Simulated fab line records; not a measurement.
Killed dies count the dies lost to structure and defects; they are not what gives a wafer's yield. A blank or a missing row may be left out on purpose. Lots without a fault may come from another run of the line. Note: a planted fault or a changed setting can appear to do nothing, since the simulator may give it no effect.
Lot-split experiment	flow n5-finfet	21 wafers read from 7 lots, route of 1938 steps

## THE SPLIT ITSELF
At N5_SD_EPI_N_ETCH_45 (etches SiOCN in CH3F/O2, target depth 6 nm), the setting target-depth-a was moved away from the recipe's 60 angstrom on 10 of the 21 wafers read, by -5.0% to +11.5%. All remaining wafers had this setting at the recipe value.

The reading comes from the split's own step.

## THE READING
etch.depth-nm (the simulator's own value, which no gauge read), in nm, at N5_SD_EPI_N_ETCH_45 (etches SiOCN in CH3F/O2, target depth 6 nm). The file gives no usual value for it. Here, 11 wafers ran the recipe; their average is 6.050 nm with a standard deviation of 0.18 nm.

wafer	tool, chamber at the split	target-depth-a as run, angstrom	against the recipe	etch.depth-nm, nm	against lot-mates on the recipe
L079.1	rie-diel-03, 1	66.89	+11.5%	6.454	+0.550
L079.3	rie-diel-03, 3	66.89	+11.5%	6.442	+0.538
L079.6	rie-diel-03, 0	60	recipe	5.904	-
L080.1	rie-diel-05, 3	57.02	-5.0%	5.685	-0.458
L080.2	rie-diel-05, 2	57.02	-5.0%	5.928	-0.215
L080.4	rie-diel-05, 1	60	recipe	6.143	-
L082.3	rie-diel-04, 3	57.21	-4.6%	5.711	-0.411
L082.4	rie-diel-04, 2	57.21	-4.6%	5.845	-0.277
L082.5	rie-diel-04, 0	60	recipe	6.122	-
L083.2	rie-diel-05, 1	60	recipe	6.128	-
L083.3	rie-diel-05, 2	60	recipe	6.271	-
L083.6	rie-diel-05, 2	60	recipe	6.247	-
L090.3	rie-diel-05, 2	60	recipe	6.264	-
L090.5	rie-diel-05, 0	62.14	+3.6%	6.243	-0.021
L090.6	rie-diel-05, 3	62.14	+3.6%	6.205	-0.059
L092.1	rie-diel-05, 3	60	recipe	6.015	-
L092.5	rie-diel-05, 1	64.09	+6.8%	6.533	+0.518
L092.6	rie-diel-05, 2	64.09	+6.8%	6.669	+0.654
L096.2	rie-diel-03, 3	60	recipe	5.74	-
L096.3	rie-diel-03, 0	60	recipe	5.924	-
L096.6	rie-diel-03, 3	60	recipe	5.793	-

FIT RESULTS
A straight line over all 21 wafers: etch.depth-nm changes by +0.048 nm for each +1% of target-depth-a; r = +0.81; the points scatter about the line by 0.17 nm.
The same after taking each lot's own level away (the mean of its wafers on the recipe; 21 wafers): +0.0578 nm for each +1%; r = +0.91; scatter 0.13 nm.
On that fit, the largest move of target-depth-a shifts the reading by 0.66 nm.
The lots' own levels span 5.8190 to 6.2640 nm, that is 2.5 times the standard deviation above.
In other words, the slope is changed by the lot-to-lot level; the two fits disagree.
Check: with one of the wafers moved furthest among these (+11.5%) left out of the fit, the line predicts +0.669 nm for it against its lot-mates. It came out at +0.55 nm against them.

## THESE WAFERS: OTHER SPLITS
Other splits were also applied to these wafers ahead of the reading. Each is held against what the fit with the lots' levels taken away leaves over:
other split on the same wafers	wafers away from the commonest value	r with etch.depth-nm (lot level and that fit taken away)
N5_ZERO_LAYER_ETCH_18 icp-w	5	+0.29
N5_WELL_APT_COAT_02 spin-rpm	6	-0.22
N5_PMOS_HMC_CHANNEL_EPI_COAT_31 spin-rpm	8	-0.02
N5_PMOS_HMC_CHANNEL_EPI_PEB_07 peb-temp-c	6	+0.35
N5_FIN_SAQP_ETCH_65 time-s	9	+0.48
N5_DUMMY_GATE_COAT_35 spin-rpm	9	+0.41
N5_SD_EPI_N_ETCH_35 time-s	7	-0.13

## THE FILE'S OWN FIT
etch.depth-nm changes by +0.0563 nm for each +1% of target-depth-a, r = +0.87.
